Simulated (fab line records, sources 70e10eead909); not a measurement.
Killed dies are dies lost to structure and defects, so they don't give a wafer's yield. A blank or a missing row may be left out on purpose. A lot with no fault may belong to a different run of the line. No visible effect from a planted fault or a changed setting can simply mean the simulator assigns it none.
Struck lot and sound lot, side by side ; flow nand_harc ; 16 out of 1302 route steps
Sound: these wafers, L511.1, L511.2, L511.4. Struck: wafers L499.1, L499.2 (left out: L499.6, a lot-mate that was not struck); the cause follows at the end.
For every step that has rows: the tool of each side, followed by ch and its chambers, followed by its first start. Under that, the readings that differ: sound wafers ; struck wafers ; difference of the means ; sigmas: that difference in standard deviations of wafers without a fault.
alike: words and numbers the same on both sides, and readings whose means are apart by under 2 such deviations; not compared: readings that were withheld, readings missing a value for some wafer, numbers with overlapping values and no deviation given by the record, and bounds like >300 which may hide the same value.
Wherever a step has rows on one side only, a row that says differs or no value, or a row with sigmas, the two part there. Numbers that don't overlap but have no deviation are shown without sigmas and don't part them. Lack of a reading on every wafer of one side parts them only where that side has two or more wafers.

NHARC_A_DECK1_JOINT_INSPECT_05:
  sound on defect_inspect-02, day 18 22:49; struck on defect_inspect-02, day 13 13:43
reading;sound;struck;difference;sigmas
raw_defect_count;257 424 338;822 906;+524;+4
next comes 1 step that has no rows for these wafers: NHARC_A_ONON_D2_DEP_00 (target thickness 1000 nm).
NHARC_A_ONON_D2_THK_MEAS_02: measures by ellipsometry.
  sound on film_metro-02, day 18 23:23; struck on film_metro-02, day 13 14:18
  alike: thk_nm
next comes 1 step that has no rows for these wafers: NHARC_A_ONON_D2_DEP_03 (target thickness 1000 nm).
NHARC_A_ONON_D2_THK_MEAS_05: measures by ellipsometry.
  sound on film_metro-02, day 18 23:57; struck on film_metro-02, day 13 14:52
  alike: thk_nm
next comes 1 step that has no rows for these wafers: NHARC_A_ONON_D2_DEP_06 (target thickness 1000 nm).
NHARC_A_ONON_D2_THK_MEAS_08: measures by ellipsometry.
  sound on film_metro-02, day 19 00:31; struck on film_metro-02, day 13 15:26
  alike: thk_nm
next comes 1 step that has no rows for these wafers: NHARC_A_ONON_D2_DEP_09 (target thickness 1000 nm).
NHARC_A_ONON_D2_THK_MEAS_11: measures by ellipsometry.
  sound on film_metro-01, day 19 01:05; struck on film_metro-02, day 13 16:01
  alike: thk_nm
next comes 1 step that has no rows for these wafers: NHARC_A_ONON_D2_DEP_12 (target thickness 1000 nm).
NHARC_A_ONON_D2_THK_MEAS_14: measures by ellipsometry.
  sound on film_metro-02, day 19 01:39; struck on film_metro-02, day 13 16:35
  alike: thk_nm
then, 1 step without rows for these wafers: NHARC_A_ONON_D2_ANNEAL_15 (time 3600 s).
NHARC_A_ONON_D2_DEP_16: target thk 1000 nm.
  sound on pecvd_onon-02 ch 0, day 19 10:21; struck on pecvd_onon-03 ch 0, day 14 03:01
NHARC_A_ONON_D2_THK_MEAS_18: measures by ellipsometry.
  sound on film_metro-02, day 19 10:52; struck on film_metro-02, day 14 03:32
reading;sound;struck;difference;sigmas
thk_nm (nm);984 983 984;1771 1771;+787;+66
next comes 1 step that has no rows for these wafers: NHARC_A_ONON_D2_DEP_19 (target thickness 1000 nm).
-- break in the record here, with 11 days between the starts of the struck wafers on either side (left off in module A_ONON_D2, picked up again in module END, where the first step shown is number 1302 on the route) --
NHARC_END_SORT_01:
  sound on prober-01 ch 0, day 30 08:32; struck on prober-01 ch 0, day 25 09:07
reading;sound;struck;difference;sigmas
killed_at_array;45 45 58;676 674;+626;+37
killed_dies;49 49 59;677 677;+625;+35
  alike: killed_at_other, killed_at_periphery, killed_open, killed_short

== WHERE THEY PART ==
At NHARC_A_DECK1_JOINT_INSPECT_05 first; at NHARC_END_SORT_01 last (within this record only).

WHY: what the simulator had put in
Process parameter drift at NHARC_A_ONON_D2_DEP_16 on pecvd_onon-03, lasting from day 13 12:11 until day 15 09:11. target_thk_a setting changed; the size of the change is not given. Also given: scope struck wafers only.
